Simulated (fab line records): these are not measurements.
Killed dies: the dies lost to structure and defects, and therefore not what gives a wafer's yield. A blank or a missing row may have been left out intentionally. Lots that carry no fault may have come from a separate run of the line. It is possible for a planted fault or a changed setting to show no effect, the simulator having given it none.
Chamber matching -- flow n5 finfet -- N5_BEOL_M10_CURE_72 on uv cure-03 has 3 sister chambers
The step cures SiCOH lowk, time 120 s. 6 wafers are shown with their chamber, then 12 later ones without.

## WAFERS WITH THEIR CHAMBER
wafer,chamber,wafer_temp_C_max,lamp power pct (%)
L077.2,1,370.8,52.37
L077.5,1,371.3,52.33
L081.3,2,371.3,52.37
L081.6,2,371.8,52.30
L087.5,0,372.4,52.33
L087.6,0,371.7,52.29

## WAFERS WITH NO CHAMBER GIVEN
wafer,wafer_temp_C_max,lamp power pct (%)
L089.2,370.4,52.23
L089.3,370.9,52.37
L089.6,370.9,52.35
L090.1,372.2,52.34
L090.2,371.6,52.36
L090.3,372.7,52.22
L090.4,371.8,52.32
L090.5,371.9,52.35
L090.6,372.4,52.31
L091.1,372.1,52.36
L091.4,371.6,52.41
L091.5,371.9,52.37

## WHICH CHAMBER EACH WENT THROUGH
wafer,from the rows above,in truth
L089.2,can't be placed: 1 or 2 or 0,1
L089.3,can't be placed: 1 or 2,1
L089.6,can't be placed: 1 or 2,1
L090.1,can't be placed: 0 or 2 or 1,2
L090.2,can't be placed: 2 or 1 or 0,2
L090.3,can't be placed: 0 or 2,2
L090.4,can't be placed: 0 or 2 or 1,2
L090.5,can't be placed: 2 or 0 or 1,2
L090.6,can't be placed: 0 or 2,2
L091.1,can't be placed: 0 or 2 or 1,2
L091.4,can't be placed: 2 or 1 or 0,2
L091.5,can't be placed: 2 or 0 or 1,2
Correctly placed: 0 of 12. These rows do not allow placing 12 (true chamber among the candidates in 12). Placed wrongly: 0.
How it was worked out, from the rows above alone: a wafer's distance from a chamber is the root of the sum, over the readings, of the square of ((its reading less the chamber's mean) divided by the reading's scatter). The wafer belongs to the nearest chamber; if the next one is less than 2 further off, it can't be placed. The mean given for a chamber averages the wafers shown for that chamber. The scatter: take each reading less its chamber's mean, square it, sum over the shown wafers, divide by the number of wafers less the number of chambers, and take the root.
